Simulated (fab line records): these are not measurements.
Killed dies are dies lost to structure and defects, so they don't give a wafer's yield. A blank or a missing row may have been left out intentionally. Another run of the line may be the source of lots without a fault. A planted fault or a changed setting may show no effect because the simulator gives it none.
Split-lot study    flow n5_finfet    on a route of 1938 steps: 7 lots, 21 wafers read

== THE SPLIT ITSELF ==
At N5_SD_EPI_P_EPI_21 (deposits SiGe:B, time 355 s), the setting epi_growth_time_s was moved away from the recipe's 355 s on 6 of the 21 wafers read, by +3.6% to +10.2%. For the rest of the wafers, this setting stayed at what the recipe calls for.

== FROM THE SPLIT TO THE READING: what the file shows between them, 5 steps ==
- N5_SD_EPI_P_HM_STRIP_48: strips SiNx in H3PO4, material SiNx, target depth 3 nm
- N5_SD_EPI_P_SRD_49: time 30 s
- N5_SD_EPI_P_PRECLEAN_24: cleans in O3/DIW, time 45 s
- N5_SD_ACTIVATION_RTA_00: time 0 s
- N5_SD_ACTIVATION_LSA_01: time 0.0008 s

== THE READING ==
At N5_SD_ACTIVATION_RS_MEAS_03, a four-point-probe measurement gives RS_SD_P in ohm/sq. Fault-free wafers of this fab line usually give 56.0 ohm/sq, standard deviation 1 ohm/sq.

wafer   tool, chamber at the split  epi_growth_time_s as run, s  against the recipe  RS_SD_P, ohm/sq  against lot-mates on the recipe
L074.3  epi_rpcvd-02, 0             355                          recipe              56.5             -
L074.4  epi_rpcvd-02, 0             355                          recipe              55.7             -
L074.6  epi_rpcvd-02, 0             355                          recipe              55.2             -
L076.4  epi_rpcvd-01, 0             367.8                        +3.6%               55.1             -0.4
L076.5  epi_rpcvd-01, 0             367.8                        +3.6%               54.3             -1.2
L076.6  epi_rpcvd-01, 0             355                          recipe              55.5             -
L079.3  epi_rpcvd-04, 0             355                          recipe              57.5             -
L079.5  epi_rpcvd-04, 0             355                          recipe              56.7             -
L079.6  epi_rpcvd-04, 0             355                          recipe              56.7             -
L085.1  epi_rpcvd-02, 0             355                          recipe              57.4             -
L085.2  epi_rpcvd-02, 0             355                          recipe              57.6             -
L085.6  epi_rpcvd-02, 0             390                          +9.9%               53.4             -4.1
L093.4  epi_rpcvd-04, 0             355                          recipe              54.7             -
L093.5  epi_rpcvd-04, 0             355                          recipe              55.7             -
L093.6  epi_rpcvd-04, 0             355                          recipe              54.8             -
L095.1  epi_rpcvd-04, 0             370.4                        +4.3%               53.9             -1.5
L095.2  epi_rpcvd-04, 0             355                          recipe              55.2             -
L095.3  epi_rpcvd-04, 0             355                          recipe              55.5             -
L096.4  epi_rpcvd-04, 0             391.1                        +10.2%              50.3             -3.5
L096.5  epi_rpcvd-04, 0             391.1                        +10.2%              51.3             -2.5
L096.6  epi_rpcvd-04, 0             355                          recipe              53.8             -

FIT RESULTS
A straight line over all 21 wafers: RS_SD_P changes by -0.42 ohm/sq for each +1% of epi_growth_time_s; r = -0.82; the points scatter about the line by 1.1 ohm/sq.
The same after taking each lot's own level away (the mean of its wafers on the recipe; 21 wafers): -0.329 ohm/sq for each +1%; r = -0.94; scatter 0.46 ohm/sq.
The reading moves by 3.3 ohm/sq for the largest change in epi_growth_time_s, on that fit.
The lots' own levels span 53.80 to 57.50 ohm/sq, that is 3.7 times the standard deviation above.
Thus the slope moves with the lot-to-lot level: the two fits are different.
Check: for one of the wafers moved furthest among these (+10.2%), held out of the fit, the line's prediction against its lot-mates is -3.24 ohm/sq. It came out at -3.5 ohm/sq against them.

== OTHER SPLITS ON THESE WAFERS ==
Other splits were also applied to these wafers ahead of the reading. Each is held against what the fit with the lots' levels taken away leaves over:
other split on the same wafers   wafers away from the commonest value  r with RS_SD_P (lot level and that fit taken away)
N5_ZERO_LAYER_EXPOSE_08 dose_mj  7                                     +0.14
N5_WELL_APT_COAT_02 spin_rpm     7                                     +0.06
N5_FIN_SAQP_PEB_14 peb_time_s    10                                    +0.17
N5_FIN_SAQP_ETCH_52 source_w     10                                    -0.05
N5_FIN_CUT_COAT_19 spin_rpm      5                                     -0.28
N5_DUMMY_GATE_DESCUM_20 time_s   5                                     -0.12
N5_DUMMY_GATE_ETCH_37 source_w   6                                     +0.30

== THE WHOLE CHAIN: every reading that the file lists as answering this split, in the file's order ==
step                         what it does                                            reading                                                                            change (the file's fit)                r (the file's)
N5_SD_EPI_P_EPI_21           deposits SiGe:B, time 355 s                             SiGe-B_of_SD_EPI_P_EPI_21.thk_nm (the simulator's own value, which no gauge read)  +0.438 nm for each +1% of the setting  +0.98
N5_SD_EPI_P_HM_STRIP_48      strips SiNx in H3PO4, material SiNx, target depth 3 nm  SiGe-B_of_SD_EPI_P_EPI_21.thk_nm (the simulator's own value, which no gauge read)  +0.431 nm for each +1% of the setting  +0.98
N5_SD_ACTIVATION_RS_MEAS_03  measures by four-point-probe                            RS_SD_P                                                                            -0.347 for each +1% of the setting     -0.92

== FILE'S OWN FIT ==
RS_SD_P changes by -0.347 ohm/sq for each +1% of epi_growth_time_s, r = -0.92.
